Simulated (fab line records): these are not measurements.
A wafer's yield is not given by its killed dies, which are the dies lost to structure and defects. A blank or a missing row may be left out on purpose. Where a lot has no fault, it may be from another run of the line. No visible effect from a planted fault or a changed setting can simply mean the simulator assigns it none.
Split-lot trial    flow n5Finfet    21 wafers read across 7 lots, on a route 1938 steps long

## ON THE SPLIT
At N5_BEOL_M4_DESCUM_16 (chemistry O2, time 7 s), the setting timeS was moved away from the recipe's 7 s on 5 of the 21 wafers read, by -20.0% to +16.2%. For the rest of the wafers, this setting stayed at what the recipe calls for.

There is no step in the file separating the split from the reading.

## THE READING
CAR-EUV_of_BEOL_M4_COAT_05.thkNm (the simulator's own value, which no gauge read), in nm, at N5_BEOL_M4_ETCH_74 (etches underlayer in N2/H2, target depth 6.5 nm, time 5.2 s). The file does not state a usual value for it. Average 20.4 nm, standard deviation 0.097 nm, over the 16 wafers here run with the recipe.

wafer   tool, chamber at the split  timeS as run, s  against the recipe  CAR-EUV_of_BEOL_M4_COAT_05.thkNm, nm  against lot-mates on the recipe
L076.3  rieDiel-03, 2,0,1           7                recipe              20.4                                  -
L076.4  rieDiel-03, 2,0,1           7                recipe              20.2                                  -
L076.6  rieDiel-03, 2,0,1           7                recipe              20.2                                  -
L078.2  rieDiel-02, 1,2             7                recipe              20.4                                  -
L078.3  rieDiel-02, 1,2             7                recipe              20.4                                  -
L078.5  rieDiel-02, 2               5.603            -20.0%              21.2                                  +0.8
L081.1  rieDiel-03, 2               7                recipe              20.4                                  -
L081.5  rieDiel-03, 3               7                recipe              20.4                                  -
L081.6  rieDiel-03, 2               7                recipe              20.4                                  -
L082.1  rieDiel-03, 2,0,0           7                recipe              20.4                                  -
L082.4  rieDiel-03, 2,0,0           7                recipe              20.4                                  -
L082.5  rieDiel-03, 2,0,0           7                recipe              20.2                                  -
L083.1  rieDiel-02, 3               7.825            +11.8%              20                                    -0.4
L083.6  rieDiel-02, 3               7.825            +11.8%              20                                    -0.4
L083.4  rieDiel-02, 1               7                recipe              20.4                                  -
L088.1  rieDiel-02, 2,3,0           7                recipe              20.4                                  -
L088.2  rieDiel-02, 2,3,0           7                recipe              20.4                                  -
L088.6  rieDiel-02, 2,3,0           7                recipe              20.4                                  -
L093.1  rieDiel-03, 3               8.134            +16.2%              19.8                                  -0.8
L093.5  rieDiel-03, 3               8.134            +16.2%              19.8                                  -0.8
L093.4  rieDiel-03, 2               7                recipe              20.6                                  -
Where a row lists several chambers, the file gives one row for several wafers and doesn't say which wafer went through which chamber.

THE FIT
A straight line over all 21 wafers: CAR-EUV_of_BEOL_M4_COAT_05.thkNm changes by -0.0369 nm for each +1% of timeS; r = -0.95; the points scatter about the line by 0.093 nm.
The same after taking each lot's own level away (the mean of its wafers on the recipe; 21 wafers): -0.0426 nm for each +1%; r = -0.98; scatter 0.073 nm.
On that fit, the largest move of timeS shifts the reading by 0.85 nm.
Measured against the standard deviation above, the lots' own levels, which go from 20.27 to 20.60 nm, span 3.4 times it.
In other words, the slope is changed by the lot-to-lot level; the two fits disagree.
Check: with one of the wafers moved furthest among these (-20.0%) left out of the fit, the line predicts +0.889 nm for it against its lot-mates. Against them it came out at +0.8 nm.

## OTHER SPLITS ON THESE WAFERS
These wafers also went through other splits before the reading. Each is held against what the fit with the lots' levels taken away leaves over:
other split on the same wafers  wafers away from the commonest value  r with CAR-EUV_of_BEOL_M4_COAT_05.thkNm (lot level and that fit taken away)
N5_BEOL_M2_EXPOSE_08 doseMj     7                                     +0.19
N5_BEOL_M3_DESCUM_33 timeS      8                                     +0.20

## THE WHOLE CHAIN: every reading that the file lists as answering this split, in the file's order
step                  what it does                                                 reading                                                                            change (the file's fit)                 r (the file's)
N5_BEOL_M4_DESCUM_16  chemistry O2, time 7 s                                       CAR-EUV_of_BEOL_M4_COAT_05.thkNm (the simulator's own value, which no gauge read)  -0.038 nm for each +1% of the setting   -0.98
N5_BEOL_M4_ETCH_74    etches underlayer in N2/H2, target depth 6.5 nm, time 5.2 s  CAR-EUV_of_BEOL_M4_COAT_05.thkNm (the simulator's own value, which no gauge read)  -0.0421 nm for each +1% of the setting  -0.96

## FILE'S OWN FIT
CAR-EUV_of_BEOL_M4_COAT_05.thkNm changes by -0.0421 nm for each +1% of timeS, r = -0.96.
